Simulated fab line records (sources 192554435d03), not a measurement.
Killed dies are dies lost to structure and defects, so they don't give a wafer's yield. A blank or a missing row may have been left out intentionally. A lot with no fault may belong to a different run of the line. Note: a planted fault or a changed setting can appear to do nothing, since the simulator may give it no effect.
Chamber matching -- flow n5_finfet -- N5_PMOS_HMC_CHANNEL_EPI_HM_OPEN_15 on rie_diel-06 has 4 sister chambers
The step chemistry CHF3/O2, target SiO2, target depth 40.6 nm, time 20.3 s. 20 wafers are shown with their chamber, then 10 later ones without.

## WAFERS WITH THEIR CHAMBER
wafer,chamber,showerhead_plenum_p_Torr (Torr),throttle_valve_pct (%),drypump_motor_current_A (A)
L076.1,0,2.49,19.38,5.8
L076.2,3,2.37,18.93,5.9
L076.4,1,2.52,19.22,6.4
L078.3,0,2.49,19.36,5.8
L078.4,1,2.52,19.22,6.3
L078.5,0,2.49,19.39,5.8
L079.1,0,2.49,19.39,5.8
L079.3,2,2.31,19.15,5.4
L079.4,1,2.52,19.21,6.3
L080.2,2,2.31,19.13,5.5
L080.5,3,2.37,18.93,5.9
L080.6,0,2.49,19.39,5.8
L083.1,3,2.37,18.93,5.9
L083.4,2,2.31,19.15,5.4
L083.5,0,2.49,19.39,5.8
L084.1,0,2.49,19.39,5.8
L084.5,0,2.49,19.41,5.8
L084.6,3,2.37,18.94,5.9
L088.1,0,2.48,19.41,5.8
L088.2,2,2.31,19.16,5.4

SIGNATURES (averages over the wafers above)
reading,chamber 0,chamber 1,chamber 2,chamber 3,scatter within a chamber
showerhead_plenum_p_Torr,2.4889,2.5200,2.3100,2.3700,0.00236
throttle_valve_pct,19.3900,19.2167,19.1475,18.9325,0.0123
drypump_motor_current_A,5.800,6.333,5.425,5.900,0.0298
Rule: for each reading, subtract the chamber's mean from the wafer's reading, divide by that reading's scatter and square the result; add these up over the readings and take the root, which gives the wafer's distance from the chamber. The wafer belongs to the nearest chamber; if the next one is less than 2 further off, it can't be placed. The scatter is the square root of a quotient: the sum, over the shown wafers, of each reading's squared deviation from its chamber's mean, divided by wafers minus chambers.

## WAFERS WITH NO CHAMBER GIVEN
wafer,showerhead_plenum_p_Torr (Torr),throttle_valve_pct (%),drypump_motor_current_A (A)
L088.5,2.36,18.96,5.9
L089.1,2.30,19.17,5.4
L089.4,2.48,19.42,5.8
L089.5,2.36,18.95,5.9
L093.3,2.30,19.18,5.5
L093.5,2.51,19.24,6.4
L093.6,2.30,19.19,5.4
L095.1,2.48,19.43,5.8
L095.4,2.30,19.17,5.4
L095.6,2.36,18.98,6.0

## WHICH CHAMBER EACH WENT THROUGH
wafer,from the rows above,in truth
L088.5,3,3
L089.1,2,2
L089.4,0,0
L089.5,3,3
L093.3,2,2
L093.5,1,1
L093.6,2,2
L095.1,0,0
L095.4,2,2
L095.6,3,3
Placed correctly: 10 of 10. Left unplaced by these rows: 0. Placed wrongly: 0.
